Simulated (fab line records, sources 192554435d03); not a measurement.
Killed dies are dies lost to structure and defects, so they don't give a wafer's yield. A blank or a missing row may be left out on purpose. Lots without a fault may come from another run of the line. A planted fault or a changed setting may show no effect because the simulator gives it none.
Chamber matching | flow n5_finfet | N5_BEOL_M0_SAQP_ETCH_107 on rie_diel-06: 4 sister chambers
The step etches SiNx in CH3F/O2, target depth 30 nm. 4 wafers are shown with their chamber, then 8 later ones without.

WAFERS WITH THEIR CHAMBER
wafer  | chamber | showerhead_plenum_p_Torr (Torr)
L075.2 | 2       | 2.07
L085.6 | 3       | 2.13
L090.5 | 0       | 1.99
L091.1 | 1       | 1.96

WAFERS WITHOUT THEIR CHAMBER
wafer  | showerhead_plenum_p_Torr (Torr)
L091.4 | 1.99
L091.5 | 1.96
L096.1 | 1.98
L096.4 | 1.96
L096.6 | 2.06
L097.1 | 1.96
L097.2 | 2.06
L097.3 | 2.13

WHICH CHAMBER EACH WENT THROUGH
wafer  | from the rows above     | in truth
L091.4 | 0                       | 0
L091.5 | 1                       | 1
L096.1 | can't be placed: 0 or 1 | 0
L096.4 | 1                       | 1
L096.6 | 2                       | 2
L097.1 | 1                       | 1
L097.2 | 2                       | 2
L097.3 | 3                       | 3
Placed correctly: 7 of 8. Can't be placed from these rows: 1 (the true chamber is among the candidates in 1). Placed wrongly: 0.
How it was worked out, from the rows above alone: a wafer's distance from a chamber is the root of the sum, over the readings, of the square of ((its reading less the chamber's mean) divided by the reading's scatter). The wafer belongs to the nearest chamber; if the next one is less than 2 further off, it can't be placed. A chamber's mean is the mean of its shown wafers. The scatter: with one shown wafer a chamber, the root of the mean of the squares of how far each hidden wafer lies from its nearest shown one.
